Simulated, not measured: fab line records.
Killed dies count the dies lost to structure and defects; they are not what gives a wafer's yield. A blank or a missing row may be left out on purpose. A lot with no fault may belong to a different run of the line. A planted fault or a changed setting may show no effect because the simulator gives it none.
Comparing a struck lot with a sound one || flow nand_harc || 14 out of 1302 route steps
Sound: the wafers L831.1, L831.4, L831.5. Struck: wafer L837.2. (L837.4, L837.6 of the same lot were not struck and are left out.) The cause comes at the end.
Order at every step that has rows: each side's tool, ch and its chambers, its first start. Under that, the readings that differ: sound wafers || struck wafers || difference of the means || sigmas: that difference in standard deviations of wafers without a fault.
alike: readings whose means differ by less than 2 such deviations, and words and numbers that are the same on both sides. not compared: withheld readings, readings that some wafer has no value for, bounds like >300 that may hide the same value, and numbers for which the record gives no deviation and whose values overlap.
Wherever a step has rows on one side only, a row that says differs or no value, or a row with sigmas, the two part there. Numbers that don't overlap but have no deviation are shown without sigmas and don't part them. Lack of a reading on every wafer of one side parts them only where that side has two or more wafers.

first, 7 steps without rows for these wafers: NHARC_A_STAIRCASE_COAT_211; NHARC_A_STAIRCASE_SOFTBAKE_212 (time 170 s); NHARC_A_STAIRCASE_EBR_213; NHARC_A_STAIRCASE_EXPOSE_214 (exposes mask STAIR 3); NHARC_A_STAIRCASE_PEB_215 (peb time 130 s); NHARC_A_STAIRCASE_DEVELOP_216 (time 140 s); NHARC_A_STAIRCASE_HARDBAKE_218 (time 140 s).
NHARC_A_STAIRCASE_DESCUM_219: chemistry O2, time 3 s.
  sound on rie_diel-08 ch 2,3, day 15 02:17; struck on rie_diel-08 ch 3, day 17 10:35
{"reading": "rf_vpp_V (V)", "sound": "56.2 57.3 57.1", "struck": 59.1, "difference": "+2.2", "sigmas": "+3"}
  alike: drypump_motor_current_A, oes_product_au, showerhead_plenum_p_Torr, throttle_valve_pct
  not compared: rf_hours_counter_h
NHARC_A_STAIRCASE_TRIM_220: chemistry O2, time 211.2 s.
  sound on rie_diel-08 ch 1,2,3, day 15 02:23; struck on rie_diel-08 ch 0, day 17 10:40
  alike: drypump_motor_current_A, oes_product_au, rf_vpp_V, showerhead_plenum_p_Torr, throttle_valve_pct
  not compared: rf_hours_counter_h
NHARC_A_STAIRCASE_ETCH_221: etches the open film in C4F8/O2, target depth 100 nm, time 40.5 s.
  sound: rie_diel-08 ch 1,3; struck: rie_diel-08 ch 3
  alike: oes_product_au, rf_vpp_V, run_length_s
  not compared: rf_hours_counter_h
NHARC_A_STAIRCASE_TRIM_222: chemistry O2, time 211.2 s.
  sound: rie_diel-08 ch 1,2; struck: rie_diel-08 ch 1
  alike: drypump_motor_current_A, oes_product_au, rf_vpp_V, showerhead_plenum_p_Torr, throttle_valve_pct
  not compared: rf_hours_counter_h
NHARC_A_STAIRCASE_ETCH_223: etches the open film in C4F8/O2, target depth 100 nm, time 40.5 s.
  sound on rie_diel-08 ch 0,2, day 15 02:45; struck on rie_diel-08 ch 0, day 17 11:03
{"reading": "run_length_s (s)", "sound": "62.1 62.3 62.1", "struck": 72.7, "difference": "+10.5", "sigmas": "+21"}
  alike: oes_product_au, rf_vpp_V
  not compared: rf_hours_counter_h
NHARC_A_STAIRCASE_TRIM_224: chemistry O2, time 211.2 s.
  sound: rie_diel-08 ch 1,2,3; struck: rie_diel-08 ch 3
  alike: drypump_motor_current_A, oes_product_au, rf_vpp_V, showerhead_plenum_p_Torr, throttle_valve_pct
  not compared: rf_hours_counter_h
-- jump in the record: it breaks off in module A_STAIRCASE and resumes in module END (first step shown: number 1302 of the route), and 9 days separate the struck wafers' starts before and after --
NHARC_END_SORT_01:
  here the record holds rows for the struck wafers (prober-01 ch 0, day 26 10:25) but none for the sound ones

## WHERE THEY PART
Earliest at NHARC_A_STAIRCASE_DESCUM_219; latest, in this record, at NHARC_END_SORT_01.

WHY: what had been put in by the simulator
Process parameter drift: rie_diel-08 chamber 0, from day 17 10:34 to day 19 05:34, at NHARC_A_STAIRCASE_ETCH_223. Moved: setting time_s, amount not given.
